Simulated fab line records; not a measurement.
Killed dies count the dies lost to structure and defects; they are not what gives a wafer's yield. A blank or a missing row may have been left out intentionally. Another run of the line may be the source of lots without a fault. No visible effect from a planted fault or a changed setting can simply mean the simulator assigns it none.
Split-lot experiment	flow n5Finfet	route with 1938 steps; 7 lots, 21 wafers read

ON THE SPLIT
At N5_BEOL_M10_COAT_64 (time 60 s, resist thk 30 nm), the setting spinRpm was moved away from the recipe's 1500 rpm on 4 of the 21 wafers read, by -6.3% to +7.1%. This setting was run at the recipe's value on the other wafers.

The reading comes from the split's own step.

THE READING
SiARC_of_BEOL_M10_COAT_64.thkNm (the simulator's own value, which no gauge read), in nm, at N5_BEOL_M10_COAT_64 (time 60 s, resist thk 30 nm). No usual value for it is given in the file. Average 30.0 nm, standard deviation 0.076 nm, over the 17 wafers here run with the recipe.

wafer	tool, chamber at the split	spinRpm as run, rpm	against the recipe	SiARC_of_BEOL_M10_COAT_64.thkNm, nm	against lot-mates on the recipe
L079.1	lithoTrack-01, 0	1500	recipe	30	-
L079.3	lithoTrack-01, 0	1500	recipe	30	-
L079.4	lithoTrack-01, 0	1500	recipe	30	-
L078.1	lithoTrack-02, 0	1500	recipe	30	-
L078.3	lithoTrack-02, 0	1500	recipe	30	-
L078.2	lithoTrack-02, 0	1606	+7.1%	29.2	-0.8
L081.2	lithoTrack-01, 0	1422	-5.2%	30.8	+0.8
L081.6	lithoTrack-01, 0	1422	-5.2%	30.8	+0.8
L081.5	lithoTrack-01, 0	1500	recipe	30	-
L085.2	lithoTrack-03, 0	1500	recipe	30	-
L085.4	lithoTrack-03, 0	1500	recipe	30	-
L085.6	lithoTrack-03, 0	1500	recipe	30	-
L087.1	lithoTrack-03, 0	1500	recipe	30	-
L087.2	lithoTrack-03, 0	1500	recipe	30	-
L087.4	lithoTrack-03, 0	1500	recipe	30	-
L091.1	lithoTrack-01, 0	1406	-6.3%	31	+1.0
L091.2	lithoTrack-01, 0	1500	recipe	30	-
L091.4	lithoTrack-01, 0	1500	recipe	30	-
L097.1	lithoTrack-02, 0	1500	recipe	30.2	-
L097.2	lithoTrack-02, 0	1500	recipe	30.2	-
L097.4	lithoTrack-02, 0	1500	recipe	30.2	-

FIT RESULTS
A straight line over all 21 wafers: SiARC_of_BEOL_M10_COAT_64.thkNm changes by -0.138 nm for each +1% of spinRpm; r = -0.98; the points scatter about the line by 0.082 nm.
The same after taking each lot's own level away (the mean of its wafers on the recipe; 21 wafers): -0.14 nm for each +1%; r = -0.99; scatter 0.052 nm.
According to that fit, moving spinRpm by its largest amount changes the reading by 0.99 nm.
The span of the lots' own levels, 30.00 to 30.20 nm, comes to 2.6 times the standard deviation stated above.
The two slopes agree, so the slope changes little with the lot-to-lot level.
Check: -1.1 nm against its lot-mates is what the line predicts for one of the wafers moved furthest among these (+7.1%) when that wafer is left out of the fit. It came out at -0.8 nm against them.

THE OTHER SPLITS THESE WAFERS WENT THROUGH
Note: prior to the reading, these wafers also went through further splits. Each is held against what the fit with the lots' levels taken away leaves over:
other split on the same wafers	wafers away from the commonest value	r with SiARC_of_BEOL_M10_COAT_64.thkNm (lot level and that fit taken away)
N5_BEOL_M4_ILD_DEP_00 timeS	6	+0.44
N5_BEOL_M4_TRENCH_ETCH_37 biasW	9	+0.10
N5_BEOL_M5_ILD_DEP_00 timeS	6	-0.16
N5_BEOL_M7_ILD_DEP_00 timeS	7	+0.08
N5_BEOL_M7_TRENCH_ETCH_37 biasW	8	+0.01
N5_BEOL_M7_ALD_77 aldCycles	8	-0.08
N5_BEOL_M8_DESCUM_16 timeS	5	-0.13
N5_BEOL_M9_ETCH_65 biasW	10	-0.03
N5_BEOL_M9_ETCH_66 biasW	9	+0.07

THE FILE'S OWN FIT
SiARC_of_BEOL_M10_COAT_64.thkNm changes by -0.138 nm for each +1% of spinRpm, r = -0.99.
